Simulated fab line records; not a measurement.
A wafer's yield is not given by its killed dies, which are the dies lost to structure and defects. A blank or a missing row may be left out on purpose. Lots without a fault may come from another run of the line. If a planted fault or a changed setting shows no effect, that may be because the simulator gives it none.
A struck lot beside a sound one | flow nand_harc | 34 steps out of a route of 1302
Sound: the wafers L179.1, L179.3, L179.4. The struck wafers were L190.1, L190.4, L190.6. The cause is named last.
Per side, at each step with rows, come the tool, then ch with its chambers, and then its first start. Under that, the readings that differ: sound wafers | struck wafers | difference of the means | sigmas: that difference in standard deviations of wafers without a fault.
alike: words and numbers the same on both sides, and readings whose means are apart by under 2 such deviations; not compared: readings that were withheld, readings missing a value for some wafer, numbers with overlapping values and no deviation given by the record, and bounds like >300 which may hide the same value.
The two part at a step that has a row with sigmas, a row that says differs or no value, or rows on one side only. Numbers that have no deviation but don't overlap get no sigmas and don't part them. A reading that every wafer of one side lacks parts them only if that side has two wafers or more.

NHARC_P_START_INSPECT_01:
  struck on defect_inspect-02, day 7 16:02; sound on defect_inspect-01, day 3 02:02
  alike: raw_defect_count
NHARC_P_ZERO_WELL_PRECLEAN_00: cleans in SPM, time 600 s.
  sound on wet_bench-07 ch 2,3,5, day 3 02:08; struck on wet_bench-01 ch 2,5,6, day 7 16:08
  alike: bath_guard_temp_C
then, 11 steps without rows for these wafers: NHARC_P_ZERO_WELL_SRD_01; NHARC_P_ZERO_WELL_PECVD_02 (deposits SiO2, target thk 10 nm); NHARC_P_ZERO_WELL_DEHYDRATE_03 (time 120 s); NHARC_P_ZERO_WELL_HMDS_04 (time 30 s); NHARC_P_ZERO_WELL_COAT_64 (time 65 s); NHARC_P_ZERO_WELL_COAT_05 (resist thk 600 nm); NHARC_P_ZERO_WELL_SOFTBAKE_06 (time 70 s); NHARC_P_ZERO_WELL_EBR_07; NHARC_P_ZERO_WELL_EXPOSE_08 (exposes mask P ZERO, target cd 500 nm); NHARC_P_ZERO_WELL_PEB_09 (peb time 80 s); NHARC_P_ZERO_WELL_DEVELOP_10 (time 50 s).
NHARC_P_ZERO_WELL_CD_MEAS_11: the cd target is 500 nm.
  sound on cd_sem-03 ch 0, day 3 03:14; struck on cd_sem-01 ch 0, day 7 17:14
  alike: cd_nm
then, 1 step without rows for these wafers: NHARC_P_ZERO_WELL_HARDBAKE_12 (time 65 s).
NHARC_P_ZERO_WELL_DESCUM_13: chemistry O2, time 3 s.
  sound on rie_diel-04 ch 0,1,2, day 3 03:24; struck on rie_diel-11 ch 0,3, day 7 17:23
  alike: drypump_motor_current_A, oes_product_au, rf_vpp_V, showerhead_plenum_p_Torr, throttle_valve_pct
  not compared: rf_hours_counter_h
NHARC_P_ZERO_WELL_ETCH_65: etches the open film in N2/H2, target depth 80 nm, overetch 24 nm, time 87.88 s.
  sound on rie_diel-04 ch 0,1,3, day 3 03:29; struck on rie_diel-11 ch 1,2, day 7 17:36
  alike: drypump_motor_current_A, oes_product_au, rf_vpp_V, showerhead_plenum_p_Torr, throttle_valve_pct
  not compared: rf_hours_counter_h
NHARC_P_ZERO_WELL_ETCH_62: etches the open film in CHF3/Ar, target depth 13 nm, time 6.5 s.
  sound: rie_diel-04 ch 0,2,3; struck: rie_diel-11 ch 0,1,2
  alike: drypump_motor_current_A, oes_product_au, rf_vpp_V, showerhead_plenum_p_Torr, throttle_valve_pct
  not compared: rf_hours_counter_h
NHARC_P_ZERO_WELL_ETCH_63: etches the open film in HBr/Cl2, target depth 120 nm, time 40.1 s.
  sound on rie_si-01 ch 1,2,3, day 3 03:39; struck on rie_si-03 ch 2,3, day 7 17:46
  alike: drypump_motor_current_A, oes_product_au, throttle_valve_pct
  not compared: rf_hours_counter_h
then, 9 steps without rows for these wafers: NHARC_P_ZERO_WELL_STRIP_15 (strips in SPM, time 900 s); NHARC_P_ZERO_WELL_DEHYDRATE_16 (time 120 s); NHARC_P_ZERO_WELL_HMDS_17 (time 30 s); NHARC_P_ZERO_WELL_COAT_18; NHARC_P_ZERO_WELL_SOFTBAKE_19 (time 95 s); NHARC_P_ZERO_WELL_EBR_20; NHARC_P_ZERO_WELL_EXPOSE_21 (exposes mask P NWELL, target cd 720 nm); NHARC_P_ZERO_WELL_PEB_22 (peb time 85 s); NHARC_P_ZERO_WELL_DEVELOP_23 (time 70 s).
NHARC_P_ZERO_WELL_CD_MEAS_24: the cd target is 720 nm.
  sound on cd_sem-01 ch 0, day 3 04:28; struck on cd_sem-01 ch 0, day 7 18:42
  alike: cd_nm
then, 1 step without rows for these wafers: NHARC_P_ZERO_WELL_HARDBAKE_25 (time 80 s).
NHARC_P_ZERO_WELL_DESCUM_26: chemistry O2, time 3 s.
  sound on rie_diel-04 ch 0,1,2, day 3 04:37; struck on rie_diel-11 ch 0,2, day 7 18:52
  alike: drypump_motor_current_A, oes_product_au, rf_vpp_V, showerhead_plenum_p_Torr, throttle_valve_pct
  not compared: rf_hours_counter_h
NHARC_P_ZERO_WELL_INSPECT_43:
  struck on defect_inspect-02, day 7 23:48; sound on defect_inspect-02, day 3 09:34
  reading          | sound  | struck   | difference | sigmas
  raw_defect_count | 7 6 20 | 29 26 29 | +17        | +3
NHARC_P_STI_INSPECT_11:
  struck on defect_inspect-01, day 8 16:26; sound on defect_inspect-02, day 4 02:10
  reading          | sound | struck   | difference | sigmas
  raw_defect_count | 3 7 6 | 17 24 17 | +14        | +5
-- the record jumps here: 23 days lie between the struck wafers' starts before and after (it left off in module P_STI and takes up again in module END, whose first step shown is number 1302 of the route) --
NHARC_END_SORT_01:
  here the record holds rows for the struck wafers (prober-01 ch 0, day 31 12:39) but none for the sound ones

## WHERE THEY PART
At NHARC_P_ZERO_WELL_INSPECT_43 first; at NHARC_END_SORT_01 last (within this record only).

WHY: what the simulator had put in
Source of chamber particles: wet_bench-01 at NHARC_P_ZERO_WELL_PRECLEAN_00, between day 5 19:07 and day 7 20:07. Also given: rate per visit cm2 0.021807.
